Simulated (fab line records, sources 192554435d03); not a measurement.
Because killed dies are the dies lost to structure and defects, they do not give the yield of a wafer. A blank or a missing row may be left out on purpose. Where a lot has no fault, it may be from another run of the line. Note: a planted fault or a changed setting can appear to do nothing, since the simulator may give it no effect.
Which tool is to blame? -- flow n5 finfet -- 9 lots with 25 wafers sampled at 7 steps, on a route of 1938 steps

## WHAT THE GAUGES READ, wafer by wafer
N5_FIN_SAQP_CD_MEAS_16: the cd target is 35.6 nm. Usual: 35.8 nm for cd nm, sd 0.39.
lot,measured,on,cd nm (nm),flag
L324,day 3 09:41,cd sem-02,36.5 35.6 36.0,
L326,day 3 22:42,cd sem-03,35.4 35.7,
L327,day 4 04:17,cd sem-01,35.2 35.7 35.0,
L329,day 4 16:38,cd sem-03,36.2 35.8 35.4,
L330,day 5 00:26,cd sem-03,35.8 36.1 35.3,
L335,day 6 05:25,cd sem-03,34.9 35.7 35.8,
L339,day 7 03:59,cd sem-03,36.3 36.1 35.7,
L340,day 7 10:48,cd sem-03,36.6 36.4 36.1,
L341,day 7 16:07,cd sem-02,35.8 36.1,

N5_FIN_SAQP_CD_MEAS_31: the cd target is 8 nm. Usual: 8.10 nm for cd nm, sd 0.21.
lot,measured,on,cd nm (nm),flag
L324,day 3 13:41,cd sem-01,7.87 8.47 8.15,
L326,day 4 02:34,cd sem-03,8.34 8.35,
L327,day 4 08:28,cd sem-01,8.07 8.14 8.40,
L329,day 4 20:18,cd sem-02,- - -,OFF
L330,day 5 09:47,cd sem-03,- - -,OFF
L335,day 6 09:52,cd sem-03,8.13 8.60 7.79,
L339,day 7 09:56,cd sem-02,8.11 8.33 8.05,
L340,day 7 15:02,cd sem-02,8.13 7.70 8.32,
L341,day 7 20:25,cd sem-03,7.94 7.95,

N5_BEOL_M4_RC_MEAS_101. Usual: DIBL_N 36.9 mV/V, standard deviation 2.1; DIBL_P 37.1 mV/V, standard deviation 2.5; IOFF_N 0.17 nA/um, standard deviation 0.039; IOFF_P 0.23 nA/um, standard deviation 0.043; ION_N 673 uA/um, standard deviation 15; ION_P 462 uA/um, standard deviation 9.1; SS_N 71.8 mV/dec, standard deviation 0.69; SS_P 73.6 mV/dec, standard deviation 0.74; VT_N 250 mV, standard deviation 3.6; VT_P -249.7 mV, standard deviation 2.9.
lot,measured,on,DIBL_N (mV/V),DIBL_P (mV/V),IOFF_N (nA/um),IOFF_P (nA/um),ION_N (uA/um),ION_P (uA/um),SS_N (mV/dec),SS_P (mV/dec),VT_N (mV),VT_P (mV),flag
L324,day 9 06:20,prober-01,35.2 38.6 39.4,34.9 38.4 39.8,0.13 0.20 0.21,0.19 0.26 0.27,657 673 680,453 462 467,71.6 71.9 71.9,72.6 73.9 73.5,254 250 245,-252.9 -246.8 -245.6,
L326,day 10 02:35,prober-02,34.7 37.2,36.2 38.4,0.14 0.19,0.21 0.25,661 668,459 466,71.6 72.7,73.8 74.6,252 249,-247.3 -244.8,
L327,day 10 08:43,prober-01,43.2 38.0 35.8,41.7 35.4 34.8,0.28 0.17 0.14,0.34 0.21 0.21,689 659 682,465 447 467,73.0 71.8 70.4,75.6 73.8 73.4,243 251 250,-247.7 -252.2 -249.3,
L335,day 12 03:23,prober-01,39.1 35.9 40.5,39.0 36.4 42.4,0.23 0.16 0.25,0.26 0.21 0.31,689 673 701,473 457 476,72.1 71.3 72.7,73.4 73.0 74.5,244 250 246,-245.7 -250.8 -247.9,
L339,day 13 11:34,prober-01,35.2 33.2 35.0,35.2 32.6 34.3,0.16 0.13 0.17,0.24 0.19 0.21,658 666 649,459 464 453,71.6 71.5 72.1,73.2 72.3 72.9,249 252 250,-246.8 -248.8 -248.8,
L340,day 13 14:06,prober-02,37.3 33.3 37.4,35.9 32.1 37.0,0.17 0.11 0.19,0.21 0.15 0.23,681 664 700,462 455 474,72.1 70.4 71.9,73.4 72.4 73.5,248 254 245,-250.6 -254.1 -250.7,
L341,day 13 14:38,prober-01,34.0 39.7,35.0 42.6,0.15 0.27,0.20 0.35,686 712,473 485,71.6 73.2,73.2 75.6,247 242,-249.2 -245.4,

## EACH LOT AND THE TOOL THAT RAN IT (in order: tool; ch and the chambers of the sampled wafers; start)
lot,N5_FIN_SAQP_DENSIFY_62,N5_FIN_SAQP_HM_DEP_72,N5_FIN_SAQP_ETCH_57,N5_FIN_SAQP_MANDREL_ETCH_58
L324,"rtp anneal-01 ch 0, day 3 08:43","pecvd-01 ch 1,2, day 3 09:14","rie diel-03 ch 0,1,3, day 3 12:07","rie si-03 ch 1,2,3, day 3 12:16"
L326,"rtp anneal-02 ch 0, day 3 21:44","pecvd-01 ch 0,1, day 3 22:15","rie diel-03 ch 0,1, day 4 01:04","rie si-03 ch 2,3, day 4 01:12"
L327,"rtp anneal-01 ch 0, day 4 03:17","pecvd-04 ch 0,2, day 4 03:50","rie diel-05 ch 0,2, day 4 06:41","rie si-01 ch 0,2, day 4 06:50"
L329,"rtp anneal-01 ch 0, day 4 15:40","pecvd-04 ch 1,2, day 4 16:11","rie diel-06 ch 0,1, day 4 18:48","rie si-05 ch 0,1, day 4 18:56"
L330,"rtp anneal-02 ch 0, day 4 23:28","pecvd-02 ch 0,1,2, day 4 23:59","rie diel-05 ch 1,3, day 5 06:17","rie si-03 ch 1,2, day 5 06:25"
L335,"rtp anneal-02 ch 0, day 6 04:33","pecvd-04 ch 1,2, day 6 05:06","rie diel-05 ch 0,1, day 6 07:58","rie si-03 ch 0,2,3, day 6 08:07"
L339,"rtp anneal-02 ch 0, day 7 02:56","pecvd-04 ch 1,2, day 7 03:32","rie diel-06 ch 0,1, day 7 07:13","rie si-01 ch 0,2,3, day 7 07:21"
L340,"rtp anneal-02 ch 0, day 7 09:55","pecvd-02 ch 1,2, day 7 10:29","rie diel-03 ch 1,2,3, day 7 13:22","rie si-01 ch 0,1,3, day 7 13:31"
L341,"rtp anneal-02 ch 0, day 7 15:11","pecvd-01 ch 0,2, day 7 15:40","rie diel-06 ch 2,3, day 7 18:49","rie si-01 ch 1,3, day 7 18:57"
- N5_FIN_SAQP_DENSIFY_62: time 60 s.
- N5_FIN_SAQP_HM_DEP_72: deposits SiO2 from SiH4/N2O, target thk 12 nm, time 7.2 s.
- N5_FIN_SAQP_ETCH_57: etches SiNx in CH3F/O2, target depth 32.5 nm, time 46.4 s.
- N5_FIN_SAQP_MANDREL_ETCH_58: etches a-Si in HBr/Cl2, stops on SiNx, target depth 45 nm, bt time 10 s, time 27 s.

## AS READ BY THE TOOLS THEMSELVES (means over the sampled wafers that have a number; for cases with no such wafer, the mark the record gives instead)
N5_FIN_SAQP_DENSIFY_62. Usual: lamp power pct 9.84 %, standard deviation 0.054; wafer_temp_C_max 703.3, standard deviation 0.6.
lot,tool,lamp power pct (%),wafer_temp_C_max,flag
L324,rtp anneal-01,9.80,703.0,
L326,rtp anneal-02,9.83,703.5,
L327,rtp anneal-01,9.82,702.7,
L329,rtp anneal-01,9.83,702.8,
L330,rtp anneal-02,9.84,703.2,
L335,rtp anneal-02,9.84,703.1,
L339,rtp anneal-02,9.88,703.8,
L340,rtp anneal-02,9.81,702.8,
L341,rtp anneal-02,9.86,704.0,

N5_FIN_SAQP_HM_DEP_72. Usual: chamber pressure Torr 0.7500 Torr, standard deviation 0.0016; heater power w 770 W, standard deviation 110; showerhead plenum p Torr 8.17 Torr, standard deviation 0.17; showerhead vpp V 1015 V, standard deviation 79.
lot,tool,chamber pressure Torr (Torr),heater power w (W),showerhead plenum p Torr (Torr),showerhead vpp V (V),flag
L324,pecvd-01,0.7498,716,8.25,993,
L326,pecvd-01,0.7495,757,8.14,969,
L327,pecvd-04,0.7502,820,8.06,944,
L329,pecvd-04,0.7503,694,7.87,963,
L330,pecvd-02,0.7490,773,8.29,1082,
L335,pecvd-04,0.7502,667,7.88,974,
L339,pecvd-04,0.7498,770,7.88,968,
L340,pecvd-02,0.7492,669,8.22,1101,
L341,pecvd-01,0.7493,728,8.27,959,

N5_FIN_SAQP_ETCH_57. Usual: CH3F_flow_sccm 29.99 sccm, standard deviation 0.094; O2_flow_sccm 19.99 sccm, standard deviation 0.061; chamber pressure mTorr 29.996 mTorr, standard deviation 0.025; drypump motor current A 5.5 A, standard deviation 0.5; etch rf on time s 46.7 s, standard deviation 1.2; oes_ar_750_au 0.76 a.u., standard deviation 0.1; oes_f_703_au 0.76 a.u., standard deviation 0.11; oes product au 0.65 a.u., standard deviation 0.085; rf vpp V 296 V, standard deviation 6.6; showerhead plenum p Torr 2.01 Torr, standard deviation 0.05; throttle valve pct 16.46 %, standard deviation 0.23.
lot,tool,CH3F_flow_sccm (sccm),O2_flow_sccm (sccm),chamber pressure mTorr (mTorr),drypump motor current A (A),etch rf on time s (s),oes_ar_750_au (a.u.),oes_f_703_au (a.u.),oes product au (a.u.),rf vpp V (V),showerhead plenum p Torr (Torr),throttle valve pct (%),flag
L324,rie diel-03,30.01,19.99,29.997,5.9,47.0,0.69,0.68,0.60,301,2.00,16.60,
L326,rie diel-03,29.93,20.06,30.021,6.1,47.2,0.68,0.67,0.58,300,1.98,16.69,
L327,rie diel-05,29.97,20.05,29.988,5.5,44.8,0.89,0.91,0.77,290,1.96,16.36,
L329,rie diel-06,-,-,-,-,-,-,-,-,-,-,-,OFF
L330,rie diel-05,-,-,-,-,-,-,-,-,-,-,-,OFF
L335,rie diel-05,29.97,19.97,30.010,5.6,45.8,0.90,0.89,0.77,298,1.99,16.27,
L339,rie diel-06,29.95,20.03,30.000,5.7,46.7,0.76,0.77,0.64,292,2.01,16.50,
L340,rie diel-03,29.94,20.05,29.968,5.7,45.3,0.85,0.84,0.74,303,2.01,16.22,
L341,rie diel-06,30.03,19.98,29.986,4.8,47.0,0.69,0.69,0.58,292,2.02,16.67,

N5_FIN_SAQP_MANDREL_ETCH_58. Usual: HBr_flow_sccm 150.0 sccm, standard deviation 0.49; bias w 74.99 W, standard deviation 0.26; chamber pressure mTorr 10.000 mTorr, standard deviation 0.0093; drypump motor current A 5.7 A, standard deviation 0.51; oes product au 0.696 a.u., standard deviation 0.011; throttle valve pct 35.6 %, standard deviation 0.36.
lot,tool,HBr_flow_sccm (sccm),bias w (W),chamber pressure mTorr (mTorr),drypump motor current A (A),oes product au (a.u.),throttle valve pct (%),flag
L324,rie si-03,150.1,74.96,9.998,6.0,0.700,35.4,
L326,rie si-03,149.6,75.06,10.003,5.8,0.712,35.3,
L327,rie si-01,150.0,75.19,10.007,5.7,0.692,35.7,
L329,rie si-05,150.0,75.10,9.993,6.3,0.317,36.5,OFF
L330,rie si-03,150.1,74.84,10.003,6.2,0.316,36.4,OFF
L335,rie si-03,149.3,74.99,9.998,5.5,0.692,35.5,
L339,rie si-01,150.3,74.80,10.003,5.7,0.698,35.8,
L340,rie si-01,150.0,74.93,9.995,5.5,0.692,35.5,
L341,rie si-01,149.8,75.04,9.998,5.3,0.695,35.4,

## THE ANSWER, worked out from the rows above alone
Rule: a lot is off if the mean of its wafers that have a number lies more than 3 standard deviations from the usual mean. A lot without any number at a reading at which 4 lots or more have one is off too. Any other lot the step has rows for is counted as sound. The gauges are gone through in route order, then the tools' own readings, and for those a lot's mean is taken as printed above. The first step at which some lot is off is used, and at that step the reading that is off furthest; a lot without a number counts as furthest.
Off at N5_FIN_SAQP_CD_MEAS_31 (cd nm): L329, L330. Without a number there: L329, L330.
A tool fits if, at a process step before that reading, it ran every lot that is off, and no sound lot after the first of them. The gauges at N5_FIN_SAQP_CD_MEAS_31 aren't tried: what is off there is off at N5_FIN_SAQP_ETCH_57 too, on other tools, and a gauge's error can't cause that. None of those tried fits.

## WHAT THE SIMULATOR HAD INSERTED
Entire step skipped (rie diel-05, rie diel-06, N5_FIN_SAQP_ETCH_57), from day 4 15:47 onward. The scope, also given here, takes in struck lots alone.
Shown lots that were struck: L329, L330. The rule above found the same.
